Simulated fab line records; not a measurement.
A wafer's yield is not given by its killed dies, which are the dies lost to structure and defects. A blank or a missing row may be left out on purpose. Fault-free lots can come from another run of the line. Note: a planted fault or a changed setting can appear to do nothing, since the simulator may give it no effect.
The tool behind it: which one? + flow n5Finfet + 72 wafers from 24 lots sampled at 5 of the route's 1938 steps

## WHAT THE GAUGES SHOWED, per wafer
N5_BEOL_M2_RS_MEAS_58: uses a four-point probe to measure.
| lot  | measured     | on           | M2_RS (ohm/sq) |
|------|--------------|--------------|----------------|
| L074 | day 8 05:03  | filmMetro-02 | 0.69 0.71 0.69 |
| L075 | day 8 14:56  | filmMetro-01 | 0.67 0.75 0.73 |
| L076 | day 9 00:27  | filmMetro-02 | 0.71 0.68 0.65 |
| L077 | day 9 06:38  | filmMetro-02 | 0.72 0.67 0.65 |
| L078 | day 9 15:05  | filmMetro-02 | 0.67 0.73 0.68 |
| L079 | day 9 23:39  | filmMetro-02 | 0.67 0.72 0.66 |
| L080 | day 10 00:43 | filmMetro-02 | 0.65 0.66 0.61 |
| L081 | day 10 04:34 | filmMetro-01 | 0.67 0.65 0.61 |
| L083 | day 10 06:11 | filmMetro-02 | 0.71 0.71 0.64 |
| L082 | day 10 11:20 | filmMetro-01 | 0.64 0.67 0.66 |
| L084 | day 10 19:11 | filmMetro-02 | 0.69 0.66 0.66 |
| L085 | day 10 23:49 | filmMetro-02 | 0.66 0.62 0.65 |
| L086 | day 11 00:05 | filmMetro-02 | 0.66 0.72 0.70 |
| L088 | day 11 09:26 | filmMetro-01 | 0.65 0.73 0.67 |
| L089 | day 11 09:33 | filmMetro-02 | 0.70 0.69 0.71 |
| L087 | day 12 02:00 | filmMetro-02 | 0.67 0.66 0.66 |
| L091 | day 12 16:23 | filmMetro-01 | 0.67 0.65 0.61 |
| L090 | day 12 16:55 | filmMetro-02 | 0.68 0.67 0.71 |
| L092 | day 13 04:05 | filmMetro-01 | 0.71 0.69 0.62 |
| L093 | day 13 04:48 | filmMetro-02 | 0.59 0.69 0.59 |
| L094 | day 14 03:14 | filmMetro-02 | 0.67 0.72 0.74 |
| L097 | day 14 06:29 | filmMetro-02 | 0.62 0.58 0.61 |
| L095 | day 14 06:41 | filmMetro-01 | 0.69 0.66 0.70 |
| L096 | day 14 10:52 | filmMetro-01 | 0.65 0.61 0.62 |

N5_BEOL_M3_CD_MEAS_18: pitch 36 nm, target cd 18 nm.
| lot  | measured     | on       | cdNm (nm)      |
|------|--------------|----------|----------------|
| L074 | day 8 06:57  | cdSem-01 | 18.1 17.9 17.7 |
| L075 | day 8 16:13  | cdSem-01 | 17.6 18.2 17.9 |
| L076 | day 9 03:34  | cdSem-02 | 18.1 18.6 18.1 |
| L077 | day 9 10:36  | cdSem-02 | 18.7 18.3 17.0 |
| L078 | day 9 16:29  | cdSem-01 | 18.5 17.7 18.4 |
| L079 | day 10 02:26 | cdSem-02 | 18.1 17.6 17.6 |
| L080 | day 10 02:37 | cdSem-01 | 17.9 17.4 17.7 |
| L081 | day 10 06:52 | cdSem-02 | 18.1 17.5 17.4 |
| L083 | day 10 08:13 | cdSem-01 | 17.9 17.8 17.8 |
| L082 | day 10 15:12 | cdSem-03 | 18.4 17.4 18.5 |
| L084 | day 10 21:11 | cdSem-02 | 18.3 18.3 18.1 |
| L085 | day 11 01:52 | cdSem-02 | 17.8 18.6 18.1 |
| L086 | day 11 01:59 | cdSem-02 | 17.3 18.1 18.0 |
| L088 | day 11 11:03 | cdSem-02 | 17.7 17.9 18.4 |
| L089 | day 11 11:13 | cdSem-01 | 18.1 18.7 17.6 |
| L087 | day 12 04:07 | cdSem-03 | 18.1 18.0 18.2 |
| L091 | day 12 18:11 | cdSem-01 | 18.7 18.8 18.3 |
| L090 | day 12 18:32 | cdSem-02 | 18.9 18.3 19.4 |
| L092 | day 13 05:50 | cdSem-02 | 18.4 18.9 18.2 |
| L093 | day 13 07:06 | cdSem-01 | 17.5 17.9 17.4 |
| L094 | day 14 05:59 | cdSem-01 | 18.3 17.5 17.4 |
| L097 | day 14 11:22 | cdSem-02 | 18.6 18.0 18.1 |
| L095 | day 14 11:37 | cdSem-02 | 18.2 18.8 18.9 |
| L096 | day 14 12:50 | cdSem-03 | 18.1 17.7 17.9 |

N5_BEOL_M3_INSPECT_30: inspects for defects (brightfield).
| lot  | measured     | on               | rawDefectCount |
|------|--------------|------------------|----------------|
| L074 | day 8 07:29  | defectInspect-02 | 282 370 296    |
| L075 | day 8 16:49  | defectInspect-01 | 442 297 298    |
| L076 | day 9 04:06  | defectInspect-02 | 798 504 438    |
| L077 | day 9 11:08  | defectInspect-02 | 418 431 424    |
| L078 | day 9 17:02  | defectInspect-02 | 509 361 353    |
| L079 | day 10 02:50 | defectInspect-01 | 443 335 406    |
| L080 | day 10 03:01 | defectInspect-01 | 312 383 410    |
| L081 | day 10 07:23 | defectInspect-02 | 517 452 433    |
| L083 | day 10 08:38 | defectInspect-01 | 300 303 264    |
| L082 | day 10 15:44 | defectInspect-02 | 253 229 261    |
| L084 | day 10 21:35 | defectInspect-02 | 453 399 397    |
| L085 | day 11 02:16 | defectInspect-01 | 392 376 272    |
| L086 | day 11 02:31 | defectInspect-01 | 389 352 349    |
| L088 | day 11 11:35 | defectInspect-01 | 271 206 276    |
| L089 | day 11 11:46 | defectInspect-01 | 235 309 292    |
| L087 | day 12 04:41 | defectInspect-01 | 385 302 367    |
| L091 | day 12 18:36 | defectInspect-02 | 441 295 297    |
| L090 | day 12 18:56 | defectInspect-02 | 532 460 424    |
| L092 | day 13 06:22 | defectInspect-01 | 571 399 437    |
| L093 | day 13 07:38 | defectInspect-01 | 413 415 386    |
| L094 | day 14 06:31 | defectInspect-01 | 401 449 469    |
| L097 | day 14 11:53 | defectInspect-01 | 380 384 359    |
| L095 | day 14 12:10 | defectInspect-01 | 412 372 257    |
| L096 | day 14 13:16 | defectInspect-01 | 491 540 586    |

## EACH LOT AND THE TOOL THAT RAN IT (in order: tool; ch and the chambers of the sampled wafers; start)
| lot  | N5_BEOL_M2_CMP_52             | N5_BEOL_M3_STRIP_19               |
|------|-------------------------------|-----------------------------------|
| L074 | cmp-01 ch 0,3, day 8 04:29    | rieDiel-06 ch 1,2, day 8 06:52    |
| L075 | cmp-02 ch 1,2, day 8 14:19    | rieDiel-06 ch 1,2, day 8 16:08    |
| L076 | cmp-02 ch 0,1, day 8 23:53    | rieDiel-06 ch 1,3, day 9 03:29    |
| L077 | cmp-02 ch 0,1,3, day 9 06:08  | rieDiel-06 ch 1,2, day 9 10:31    |
| L078 | cmp-02 ch 0,2,3, day 9 14:34  | rieDiel-06 ch 0,2, day 9 16:25    |
| L079 | cmp-03 ch 0,1,2, day 9 23:08  | rieDiel-03 ch 0,2,3, day 10 02:22 |
| L080 | cmp-03 ch 0,3, day 10 00:09   | rieDiel-03 ch 2,3, day 10 02:32   |
| L081 | cmp-01 ch 1,2, day 10 03:59   | rieDiel-03 ch 1,2,3, day 10 06:47 |
| L083 | cmp-03 ch 1,2,3, day 10 05:38 | rieDiel-02 ch 0,2,3, day 10 08:09 |
| L082 | cmp-01 ch 2,3, day 10 10:50   | rieDiel-06 ch 0,1, day 10 15:08   |
| L084 | cmp-03 ch 1,3, day 10 18:40   | rieDiel-03 ch 1,3, day 10 21:07   |
| L085 | cmp-03 ch 1,2,3, day 10 23:15 | rieDiel-03 ch 0,1,2, day 11 01:47 |
| L086 | cmp-01 ch 0,1,2, day 10 23:36 | rieDiel-02 ch 1,2,3, day 11 01:55 |
| L088 | cmp-01 ch 2,3, day 11 08:52   | rieDiel-02 ch 1,2, day 11 10:58   |
| L089 | cmp-02 ch 2,3, day 11 08:59   | rieDiel-06 ch 0,1,2, day 11 11:08 |
| L087 | cmp-02 ch 0,2,3, day 12 01:29 | rieDiel-06 ch 0,2, day 12 04:02   |
| L091 | cmp-01 ch 0,1,3, day 12 15:49 | rieDiel-03 ch 0,2,3, day 12 18:07 |
| L090 | cmp-01 ch 0,1, day 12 16:17   | rieDiel-02 ch 0,2, day 12 18:28   |
| L092 | cmp-02 ch 0,1,3, day 13 03:32 | rieDiel-06 ch 0,3, day 13 05:46   |
| L093 | cmp-03 ch 2,3, day 13 04:14   | rieDiel-02 ch 0,3, day 13 07:02   |
| L094 | cmp-01 ch 0,2,3, day 14 02:43 | rieDiel-02 ch 1,2,3, day 14 05:55 |
| L097 | cmp-03 ch 0,1,3, day 14 05:53 | rieDiel-03 ch 1,2,3, day 14 11:17 |
| L095 | cmp-01 ch 2,3, day 14 06:06   | rieDiel-02 ch 0,3, day 14 11:33   |
| L096 | cmp-03 ch 0,1,2, day 14 10:19 | rieDiel-06 ch 0,1,2, day 14 12:46 |
- N5_BEOL_M2_CMP_52: polishes, stops on SiOC, t overpolish 6.8 s, target thk 40 nm.
- N5_BEOL_M3_STRIP_19: strips in O2.

## AS READ BY THE TOOLS THEMSELVES (means over the sampled wafers that have a number; for cases with no such wafer, the mark the record gives instead)
N5_BEOL_M2_CMP_52.
| lot  | tool   | barrierFieldEndpointS (s) | motorCurrentA (A) | overpolishRunS (s) | timeToEndpointS (s) |
|------|--------|---------------------------|-------------------|--------------------|---------------------|
| L074 | cmp-01 | 24.4                      | 6.5               | 6.796              | 61                  |
| L075 | cmp-02 | 24.4                      | 6.6               | 6.793              | 62                  |
| L076 | cmp-02 | 24.2                      | 6.5               | 6.797              | 64                  |
| L077 | cmp-02 | 23.9                      | 6.4               | 6.799              | 61                  |
| L078 | cmp-02 | 24.4                      | 6.2               | 6.805              | 61                  |
| L079 | cmp-03 | 25.2                      | 5.6               | 6.808              | 65                  |
| L080 | cmp-03 | 25.2                      | 5.9               | 6.795              | 69                  |
| L081 | cmp-01 | 24.8                      | 5.7               | 6.802              | 63                  |
| L083 | cmp-03 | 25.4                      | 5.5               | 6.801              | 64                  |
| L082 | cmp-01 | 24.6                      | 6.4               | 6.790              | 65                  |
| L084 | cmp-03 | 24.7                      | 5.9               | 6.805              | 66                  |
| L085 | cmp-03 | 25.3                      | 5.8               | 6.804              | 68                  |
| L086 | cmp-01 | 24.8                      | 5.8               | 6.805              | 59                  |
| L088 | cmp-01 | 24.5                      | 5.9               | 6.804              | 64                  |
| L089 | cmp-02 | 24.3                      | 6.1               | 6.810              | 59                  |
| L087 | cmp-02 | 24.6                      | 6.3               | 6.802              | 60                  |
| L091 | cmp-01 | 25.0                      | 6.5               | 6.800              | 65                  |
| L090 | cmp-01 | 24.7                      | 6.6               | 6.813              | 62                  |
| L092 | cmp-02 | 25.4                      | 6.5               | 6.794              | 61                  |
| L093 | cmp-03 | 26.6                      | 5.5               | 6.798              | 71                  |
| L094 | cmp-01 | 25.0                      | 6.3               | 6.805              | 63                  |
| L097 | cmp-03 | 26.6                      | 6.0               | 6.799              | 68                  |
| L095 | cmp-01 | 24.7                      | 6.3               | 6.803              | 66                  |
| L096 | cmp-03 | 26.4                      | 5.6               | 6.810              | 66                  |

N5_BEOL_M3_STRIP_19.
| lot  | tool       | chamberPressureMTorr (mTorr) | drypumpMotorCurrentA (A) | oesProductAu (a.u.) | rfVppV (V) | showerheadPlenumPTorr (Torr) | throttleValvePct (%) |
|------|------------|------------------------------|--------------------------|---------------------|------------|------------------------------|----------------------|
| L074 | rieDiel-06 | 29.978                       | 5.4                      | 0.76                | 3.9        | 2.15                         | 16.56                |
| L075 | rieDiel-06 | 30.014                       | 5.3                      | 0.76                | 3.6        | 2.15                         | 16.57                |
| L076 | rieDiel-06 | 30.007                       | 5.4                      | 0.83                | 3.3        | 2.06                         | 16.53                |
| L077 | rieDiel-06 | 30.010                       | 5.4                      | 0.75                | 3.6        | 2.14                         | 16.58                |
| L078 | rieDiel-06 | 30.046                       | 5.9                      | 0.84                | 3.8        | 2.12                         | 16.36                |
| L079 | rieDiel-03 | 30.021                       | 5.9                      | 0.86                | 3.7        | 2.18                         | 16.41                |
| L080 | rieDiel-03 | 29.985                       | 5.9                      | 0.88                | 3.6        | 2.21                         | 16.40                |
| L081 | rieDiel-03 | 30.021                       | 5.8                      | 0.82                | 3.6        | 2.19                         | 16.69                |
| L083 | rieDiel-02 | 29.991                       | 5.8                      | 0.72                | 3.3        | 2.07                         | 16.87                |
| L082 | rieDiel-06 | 29.997                       | 5.7                      | 0.71                | 3.3        | 2.14                         | 16.71                |
| L084 | rieDiel-03 | 30.005                       | 5.4                      | 0.83                | 3.5        | 2.18                         | 16.68                |
| L085 | rieDiel-03 | 30.001                       | 6.1                      | 0.78                | 3.9        | 2.17                         | 16.74                |
| L086 | rieDiel-02 | 29.978                       | 5.6                      | 0.76                | 3.3        | 2.05                         | 16.70                |
| L088 | rieDiel-02 | 30.024                       | 5.6                      | 0.76                | 3.6        | 1.96                         | 16.68                |
| L089 | rieDiel-06 | 30.008                       | 5.6                      | 0.78                | 3.5        | 2.12                         | 16.50                |
| L087 | rieDiel-06 | 30.004                       | 5.5                      | 0.83                | 4.1        | 2.11                         | 16.28                |
| L091 | rieDiel-03 | 29.993                       | 5.8                      | 0.83                | 3.3        | 2.17                         | 16.45                |
| L090 | rieDiel-02 | 29.994                       | 5.8                      | 0.90                | 3.8        | 2.03                         | 16.68                |
| L092 | rieDiel-06 | 29.995                       | 6.0                      | 0.82                | 3.6        | 2.08                         | 16.50                |
| L093 | rieDiel-02 | 29.979                       | 5.8                      | 0.88                | 3.4        | 2.11                         | 16.71                |
| L094 | rieDiel-02 | 30.029                       | 5.7                      | 0.74                | 3.6        | 2.04                         | 16.74                |
| L097 | rieDiel-03 | 29.993                       | 5.7                      | 0.89                | 4.1        | 2.18                         | 16.60                |
| L095 | rieDiel-02 | 29.991                       | 5.9                      | 0.79                | 3.1        | 2.15                         | 16.80                |
| L096 | rieDiel-06 | 30.013                       | 5.6                      | 0.86                | 4.0        | 2.11                         | 16.36                |

## THE ANSWER, worked out from the rows above alone
Rule: the lots themselves supply what counts as usual. Put in order of their means at a reading, lots are off if they are a third of the lots or fewer, leave a main group of 4 or more, and stand apart from it by a gap of 3 or more times the standard deviation of the main group's means; of several such gaps the widest counts. The tables above print the reading to a certain number of digits; a main group whose means all agree to those digits is not used. A lot without any number at a reading at which 4 lots or more have one is off too. All remaining lots with rows at the step are treated as sound. After the gauges, taken in route order, come the tools' own readings; for these a lot's mean is taken, as printed above. At the first step where some lot is off, the reading lying furthest off is the one used; lots without a number count as furthest.
No lot is off at any reading shown: from this, nothing can be told.

## WHAT THE SIMULATOR HAD INSERTED
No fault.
